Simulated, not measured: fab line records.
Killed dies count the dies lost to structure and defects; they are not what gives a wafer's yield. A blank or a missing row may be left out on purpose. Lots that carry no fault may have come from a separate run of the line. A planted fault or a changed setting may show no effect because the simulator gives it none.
fab line records	flow nand_harc
record: lots: 11	wafers: 33	last_day: 33
route steps=1302 shown P_BONDPAD@371 A_SOURCE_PLATE@415 END@1302
lots with no fault: from the same line, run without faults
start_h: the number of hours between the record's first day and the start of the first shown wafer of the lot	wait_h: hours elapsed since this lot's preceding step	" the same as in the row above	L1.1+2: a single row standing in for several wafers	- no value, or no start was given	* or withheld: withheld	< > ~ a bound
route shown NAME@n: a module of which the file shows steps, and the number in the route of the first	usual: mean/standard deviation of fault-free wafers	same: alike in all rows	chamber/n: place in a boat	sites: the reading at each site	_std_site: the standard deviation of these	_edge_site: the outer-site mean with the inner-site mean subtracted	radius_mm: how far each site lies from the wafer's centre	mask NAME#n: copy n	behind: tool/chamber where the wafer was last shaped	hold: why the lot went on hold/how many hours it stayed there/how the hold came to an end	device: names the non-switching transistor (n, p or np)	end of line: at the end of the route, the tests of the same wafers	a step given without rows: its recipe and nothing more	killed: dies that structure and defects cost at the first sort, which is not the same as the wafer's yield	map: shows each die of a wafer: x if killed, . if not, _ if none is there
set.NAME: the setting the step ran with; set.NAME@STEP: the setting that earlier step ran with	model.NAME: the simulator's own value behind a step, which no gauge read
route steps across a sampled set of lots; one table per step, one row per wafer
services: when a tool's chamber went out of use (start_h, in hours from the record's first day, below 0 if earlier), for how many hours, and the reason
== steps ==
step: NHARC_P_BONDPAD_STRIP_15
recipe: o2_flow_sccm: 500	ar_flow_sccm: 0	bias_w: 0	chemistry: O2
usual: drypump_motor_current_A: 5.6/0.4	oes_product_au: 1.000/0.015	rf_vpp_V: 57.8/0.81	showerhead_plenum_p_Torr: 3.53/0.16	throttle_valve_pct: 17.036/0.0096
lot.wafer	tool	chamber	start_h	wait_h	drypump_motor_current_A	oes_product_au	rf_hours_counter_h	rf_vpp_V	showerhead_plenum_p_Torr	throttle_valve_pct
L260.4	rie_diel-03	0	139.08	0.1	6.0	0.981	2.2	57.3	3.33	17.025
L260.3	"	1	"	"	5.9	0.980	1.8	57.2	3.38	17.028
L260.2	"	2	"	"	4.8	0.999	1.7	57.6	3.61	17.042
L262.3	rie_diel-06	3	152.23	0.1	5.2	1.008	0.2	58.4	3.79	17.049
L262.1	"	1	"	"	5.9	0.993	0.2	58.3	3.36	17.043
L262.5	"	3	"	"	5.2	1.000	-	58.6	3.79	17.020
L264.3	rie_diel-06	1	183.91	0.1	5.9	0.999	0.6	57.1	3.36	17.044
L264.1	"	2	"	"	5.6	1.004	0.7	56.6	3.41	17.056
L264.6	"	3	"	"	5.2	1.012	-	58.0	3.79	17.033
L265.3	rie_diel-07	1	184.82	0.1	5.1	0.991	3.0	55.8	3.49	17.036
L265.4	"	0	"	"	5.9	1.000	1.4	59.1	3.65	17.038
L265.6	"	1	"	"	5.1	0.994	-	57.8	3.49	17.034
L275.3	rie_diel-03	3	277.46	0.1	5.5	1.006	7.9	59.0	3.71	17.026
L275.6	"	3	"	"	5.5	1.011	-	58.2	3.71	17.047
L275.5	"	0	"	"	6.0	0.992	-	58.5	3.33	17.002
L274.3	rie_diel-03	3	278.29	0.1	5.5	0.994	8.0	58.5	3.71	17.045
L274.6	"	2	"	"	4.8	1.019	-	57.1	3.61	17.037
L274.5	"	3	"	"	5.5	1.005	-	57.9	3.71	17.037
L278.4	rie_diel-03	0	312.70	0.1	6.0	0.974	1.9	57.2	3.33	17.040
L278.2	"	2	"	"	4.8	1.006	2.1	57.9	3.60	17.028
L278.6	"	3	"	"	5.6	0.974	-	57.7	3.71	17.032
L281.1	rie_diel-06	3	340.96	0.1	5.3	1.007	0.5	58.1	3.79	17.027
L281.3	"	0	"	"	6.0	1.005	0.5	57.7	3.41	17.042
L281.5	"	3	"	"	5.3	1.007	-	58.4	3.79	17.050
L280.3	rie_diel-03	2	341.42	0.1	4.8	1.004	3.2	57.8	3.60	17.033
L280.1	"	3	"	"	5.5	0.995	3.0	58.9	3.71	17.034
L280.4	"	1	"	"	6.0	1.004	3.5	58.8	3.38	17.055
L282.1	rie_diel-07	0	357.53	0.1	5.9	0.991	2.1	58.5	3.65	17.047
L282.2	"	1	"	"	5.1	0.996	2.9	58.4	3.48	17.032
L282.5	"	0	"	"	5.9	0.986	-	57.3	3.65	17.043
L283.2	rie_diel-06	1	362.75	0.1	5.9	1.012	1.1	57.0	3.36	17.030
L283.4	"	2	"	"	5.6	0.996	1.0	57.9	3.41	17.029
L283.3	"	3	"	"	5.2	1.011	1.0	58.4	3.79	17.038
step: NHARC_P_BONDPAD_ETCH_24
recipe: target_depth_a: 300	over_etch_frac: 0.3	time_s: 72.99	ion_energy_ev: 150	cf4_flow_sccm: 50	n2_flow_sccm: 100	ar_flow_sccm: 150	rf_w: 300	bias_w: 100	chemistry: CF4/N2
usual: cf4_flow_sccm: 50.01/0.16	drypump_motor_current_A: 5.6/0.41	oes_product_au: 0.997/0.013	rf_vpp_V: 314.0/2.1	showerhead_plenum_p_Torr: 2.61/0.12	throttle_valve_pct: 19.795/0.0086
lot.wafer	tool	chamber	start_h	wait_h	cf4_flow_sccm	drypump_motor_current_A	oes_product_au	rf_hours_counter_h	rf_vpp_V	showerhead_plenum_p_Torr	throttle_valve_pct
L260.2	rie_diel-03	1	-	-	49.78	5.9	0.995	1.9	313.0	2.52	19.800
L260.3	"	2	"	"	49.83	4.8	0.998	1.7	315.3	2.69	19.795
L260.4	"	3	"	"	49.91	5.5	1.031	2.1	316.9	2.77	19.773
L262.1	rie_diel-06	1	-	-	49.78	5.9	0.991	0.2	313.0	2.50	19.803
L262.3	"	2	"	"	50.17	5.6	1.010	0.3	312.4	2.54	19.798
L262.5	"	0	"	"	49.71	5.9	1.007	-	314.6	2.54	19.813
L264.3	rie_diel-06	0	-	-	49.92	5.9	0.997	0.8	312.2	2.54	19.794
L264.1	"	2	"	"	50.35	5.6	1.010	0.7	312.9	2.54	19.795
L264.6	"	0	"	"	49.84	5.9	1.000	-	313.3	2.54	19.789
L265.3	rie_diel-07	0	-	-	50.12	5.9	1.004	1.4	316.9	2.72	19.784
L265.4	"	2	"	"	50.08	5.3	1.001	3.5	316.6	2.76	19.793
L265.6	"	1	"	"	50.23	5.1	0.999	-	313.0	2.59	19.783
L275.3	rie_diel-03	3	-	-	49.80	5.5	1.003	7.9	316.6	2.76	19.785
L275.6	"	1	"	"	49.81	5.9	0.983	-	311.8	2.51	19.802
L275.5	"	2	"	"	50.13	4.8	1.015	-	315.0	2.68	19.784
L274.3	rie_diel-03	2	-	-	49.91	4.8	1.020	10.4	314.0	2.68	19.787
L274.6	"	3	"	"	50.16	5.5	1.002	-	316.9	2.77	19.801
L274.5	"	0	"	"	50.18	6.0	0.980	-	311.3	2.47	19.788
L278.2	rie_diel-03	3	-	-	49.94	5.5	0.979	1.7	317.1	2.76	19.800
L278.4	"	0	"	"	49.83	6.0	0.979	1.9	310.8	2.47	19.788
L278.6	"	2	"	"	50.11	4.8	0.995	-	316.2	2.68	19.786
L281.3	rie_diel-06	2	-	-	49.91	5.6	0.992	0.6	312.4	2.54	19.783
L281.1	"	3	"	"	49.89	5.2	1.009	0.5	317.1	2.82	19.799
L281.5	"	1	"	"	49.88	5.9	0.992	-	312.6	2.50	19.803
L280.3	rie_diel-03	0	-	-	50.06	6.0	0.975	3.3	312.1	2.47	19.805
L280.4	"	2	"	"	50.00	4.8	1.007	3.3	315.3	2.68	19.812
L280.1	"	3	"	"	50.24	5.5	0.978	3.0	315.4	2.76	19.780
L282.1	rie_diel-07	2	-	-	50.28	5.2	1.021	3.1	316.8	2.76	19.802
L282.2	"	0	"	"	49.73	5.9	0.983	2.1	314.7	2.72	19.798
L282.5	"	2	"	"	49.78	5.3	1.010	-	318.2	2.76	19.799
L283.2	rie_diel-06	3	-	-	50.14	5.2	1.008	1.1	316.5	2.82	19.788
L283.3	"	0	"	"	50.14	6.0	1.009	1.2	311.7	2.54	19.806
L283.4	"	1	"	"	50.04	5.8	1.011	1.1	310.6	2.50	19.785
step: NHARC_P_BONDPAD_INSPECT_23
usual: raw_defect_count: 329/130
lot.wafer	tool	chamber	start_h	wait_h	raw_defect_count
L260.2	defect_inspect-02	-	141.24	0.0	356
L260.3	"	-	"	"	192
L260.4	"	-	"	"	356
L262.1	defect_inspect-02	-	154.38	0.0	273
L262.3	"	-	"	"	370
L262.5	"	-	"	"	330
L264.1	defect_inspect-01	-	186.13	0.0	437
L264.3	"	-	"	"	337
L264.6	"	-	"	"	579
L265.3	defect_inspect-02	-	187.03	0.0	194
L265.4	"	-	"	"	241
L265.6	"	-	"	"	181
L275.3	defect_inspect-02	-	279.62	0.0	399
L275.5	"	-	"	"	326
L275.6	"	-	"	"	447
L274.3	defect_inspect-02	-	280.44	0.0	262
L274.5	"	-	"	"	273
L274.6	"	-	"	"	175
L278.2	defect_inspect-02	-	314.86	0.0	352
L278.4	"	-	"	"	207
L278.6	"	-	"	"	381
L281.1	defect_inspect-02	-	343.11	0.0	329
L281.3	"	-	"	"	268
L281.5	"	-	"	"	305
L280.1	defect_inspect-02	-	343.58	0.0	249
L280.3	"	-	"	"	264
L280.4	"	-	"	"	292
L282.1	defect_inspect-01	-	359.69	0.0	413
L282.2	"	-	"	"	243
L282.5	"	-	"	"	323
L283.2	defect_inspect-01	-	364.89	0.0	231
L283.3	"	-	"	"	233
L283.4	"	-	"	"	332
step: NHARC_A_SOURCE_PLATE_OXIDE_02
recipe: target_thk_a: 100	temp_c: 900	ox_time_s: 1362	material: SiO2
usual: spike_tc_bottom_C: 915/4.3
lot.wafer	tool	chamber	start_h	wait_h	spike_tc_bottom_C
L260.2	furnace-08	0	147.24	-	910
L260.3	"	0	"	"	911
L260.4	"	0	"	"	911
L262.1	furnace-04	0	162.51	-	923
L262.3	"	0	"	"	920
L262.5	"	0	"	"	924
L264.1	furnace-08	0	192.24	-	911
L264.3	"	0	"	"	913
L264.6	"	0	"	"	912
L265.3	furnace-08	0	192.24	-	913
L265.4	"	0	"	"	911
L265.6	"	0	"	"	910
L274.3	furnace-07	0	285.16	-	917
L274.5	"	0	"	"	916
L274.6	"	0	"	"	919
L275.3	furnace-07	0	285.16	-	921
L275.5	"	0	"	"	918
L275.6	"	0	"	"	919
L278.2	furnace-08	0	322.84	-	912
L278.4	"	0	"	"	910
L278.6	"	0	"	"	910
L280.1	furnace-08	0	349.12	-	912
L280.3	"	0	"	"	911
L280.4	"	0	"	"	910
L281.1	furnace-08	0	349.12	-	912
L281.3	"	0	"	"	911
L281.5	"	0	"	"	909
L282.1	furnace-08	0	365.75	-	910
L282.2	"	0	"	"	911
L282.5	"	0	"	"	910
L283.2	furnace-07	0	371.87	-	919
L283.3	"	0	"	"	918
L283.4	"	0	"	"	919
step: NHARC_A_SOURCE_PLATE_INSPECT_08
usual: raw_defect_count: 62/24
lot.wafer	tool	chamber	start_h	wait_h	raw_defect_count
L260.2	defect_inspect-02	-	163.92	0.0	83
L260.3	"	-	"	"	48
L260.4	"	-	"	"	68
L262.1	defect_inspect-01	-	179.04	0.0	65
L262.3	"	-	"	"	32
L262.5	"	-	"	"	68
L264.1	defect_inspect-02	-	209.31	0.0	57
L264.3	"	-	"	"	84
L264.6	"	-	"	"	45
L265.3	defect_inspect-01	-	209.31	0.0	62
L265.4	"	-	"	"	70
L265.6	"	-	"	"	37
L275.3	defect_inspect-01	-	301.77	0.0	810
L275.5	"	-	"	"	805
L275.6	"	-	"	"	876
L274.3	defect_inspect-01	-	301.81	0.0	759
L274.5	"	-	"	"	795
L274.6	"	-	"	"	813
L278.2	defect_inspect-02	-	339.85	0.0	80
L278.4	"	-	"	"	30
L278.6	"	-	"	"	52
L281.1	defect_inspect-02	-	366.99	0.0	77
L281.3	"	-	"	"	42
L281.5	"	-	"	"	76
L280.1	defect_inspect-01	-	367.03	0.0	57
L280.3	"	-	"	"	44
L280.4	"	-	"	"	93
L282.1	defect_inspect-02	-	382.89	0.0	66
L282.2	"	-	"	"	38
L282.5	"	-	"	"	70
L283.2	defect_inspect-02	-	388.74	0.0	103
L283.3	"	-	"	"	81
L283.4	"	-	"	"	104
step: NHARC_END_SORT_01
recipe: temp_c: 25
usual: killed_at_array: 52/19	killed_at_other: 0.9/1.3	killed_at_periphery: 4/3.1	killed_dies: 57/18	killed_open: 3.2/1.7	killed_short: 2.3/1.4
same: gross_dies: 677
lot.wafer	tool	chamber	start_h	wait_h	killed_at_array	killed_at_other	killed_at_periphery	killed_dies	killed_open	killed_short
L275.3	prober-01	0	696.74	3.1	455	0	4	459	1	1
L275.5	prober-01	0	698.33	3.7	454	0	4	458	1	4
L275.6	prober-01	0	699.13	4.0	458	0	8	466	4	2
L274.3	prober-02	0	696.75	3.1	445	0	1	446	3	2
L274.5	prober-02	0	698.36	3.7	479	0	2	481	4	4
L274.6	prober-02	0	699.16	4.0	451	0	0	451	4	1
killed by level:class
L275.3 A_SOURCE_PLATE:unspecified=425 A_CHANNEL_HOLE_D1:chamber_film_flake=22 P_GATE:chamber_film_flake=4 A_SLIT:chamber_film_flake=2 A_STAIRCASE:chamber_film_flake=2 A_ONON_D2:geometric_particle:open=1 A_WL_FILL:geometric_particle:short=1 A_M1:chamber_film_flake=1
L274.3 A_SOURCE_PLATE:unspecified=407 A_CHANNEL_HOLE_D2:chamber_film_flake=17 A_SLIT:chamber_film_flake=9 A_CONTACT:chamber_film_flake=3 A_ONON_D1:geometric_particle:open=1 A_CHANNEL_FILL_D1:geometric_particle:short=1 A_ONON_D2:geometric_particle:short=1 A_ONON_D2:geometric_particle:open=1
L275.5 A_SOURCE_PLATE:unspecified=417 A_CHANNEL_HOLE_D1:chamber_film_flake=23 P_GATE:chamber_film_flake=4 A_SLIT:chamber_film_flake=3 A_STAIRCASE:chamber_film_flake=3 A_WL_FILL:geometric_particle:short=2 A_ONON_D1:geometric_particle:short=1 A_ONON_D2:geometric_particle:short=1
L274.5 A_SOURCE_PLATE:unspecified=435 A_SLIT:chamber_film_flake=17 A_CHANNEL_HOLE_D2:chamber_film_flake=7 A_CHANNEL_HOLE_D1:chamber_film_flake=5 A_CONTACT:chamber_film_flake=3 A_ONON_D2:geometric_particle:open=2 A_WL_FILL:chamber_film_flake=2 P_CONTACT:geometric_particle:short=1
L275.6 A_SOURCE_PLATE:unspecified=427 A_CHANNEL_HOLE_D1:chamber_film_flake=21 P_GATE:chamber_film_flake=6 A_SLIT:chamber_film_flake=2 P_GATE:geometric_particle:short=1 P_M1:geometric_particle:open=1 A_CHANNEL_HOLE_D1:geometric_particle:short=1 A_DECK1_JOINT:geometric_particle:open=1
L274.6 A_SOURCE_PLATE:unspecified=420 A_SLIT:chamber_film_flake=11 A_CONTACT:chamber_film_flake=7 A_CHANNEL_HOLE_D2:chamber_film_flake=3 A_ONON_D1:geometric_particle:open=2 A_STAIRCASE:chamber_film_flake=2 A_CHANNEL_HOLE_D1:chamber_film_flake=2 A_CHANNEL_FILL_D1:geometric_particle:open=1
== services ==
tool	chamber	start_h	hours	kind
rie_diel-07	-	117.20	9.0	pm
rie_diel-06	-	130.24	9.0	pm
rie_diel-07	0	130.65	16.1	repair
rie_diel-03	0	137.80	-	clean
rie_diel-03	1	137.80	-	clean
rie_diel-03	2	137.80	-	clean
rie_diel-03	3	137.80	-	clean
rie_diel-03	0	157.28	7.6	repair
furnace-08	-	157.36	8.7	repair
rie_diel-03	1	162.34	-	clean
rie_diel-03	2	162.34	-	clean
rie_diel-03	3	162.34	-	clean
rie_diel-07	0	165.99	11.2	repair
rie_diel-03	0	186.84	-	clean
rie_diel-03	1	186.84	-	clean
rie_diel-07	3	204.62	7.3	repair
rie_diel-03	3	224.30	29.8	repair
rie_diel-03	-	281.30	9.0	pm
rie_diel-07	-	294.20	9.0	pm
rie_diel-06	-	307.24	9.0	pm
rie_diel-06	-	351.27	0.7	repair
rie_diel-07	0	362.16	15.3	repair
rie_diel-06	3	363.33	100.2	repair
rie_diel-03	0	367.00	16.4	repair
== key ==
first_sign: step: NHARC_A_SOURCE_PLATE_INSPECT_08	reading: raw_defect_count	direction: up	sigmas: 31	usual: 62	struck: 810
effect: step: NHARC_END_SORT_01	reading: killed_dies	direction: up	sigmas: 22	usual: 57	struck: 460
more_kills_born_at: NHARC_A_SOURCE_PLATE_OXIDE_02@furnace-07: 2531
met_at NHARC_A_SOURCE_PLATE_OXIDE_02
struck_lots L274,L275
tester_left_out L274,L275
not_acting_at NHARC_P_BONDPAD_STRIP_15,NHARC_P_BONDPAD_ETCH_24,NHARC_P_BONDPAD_INSPECT_23
fault: kind: chamber_particle_source	tool: furnace-07	chamber: -	onset_h: 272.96	steps: NHARC_A_SOURCE_PLATE_OXIDE_02	rate_per_visit_cm2: 1.1986	end_h: 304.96
tester_left_out: of these lots the tester's yield and bins aren't shown, on N5 and GAA mostly nor the transistor test; their killed dies are dies lost to structure and defects alone, not to doping, threshold or leakage, so they don't give the yield
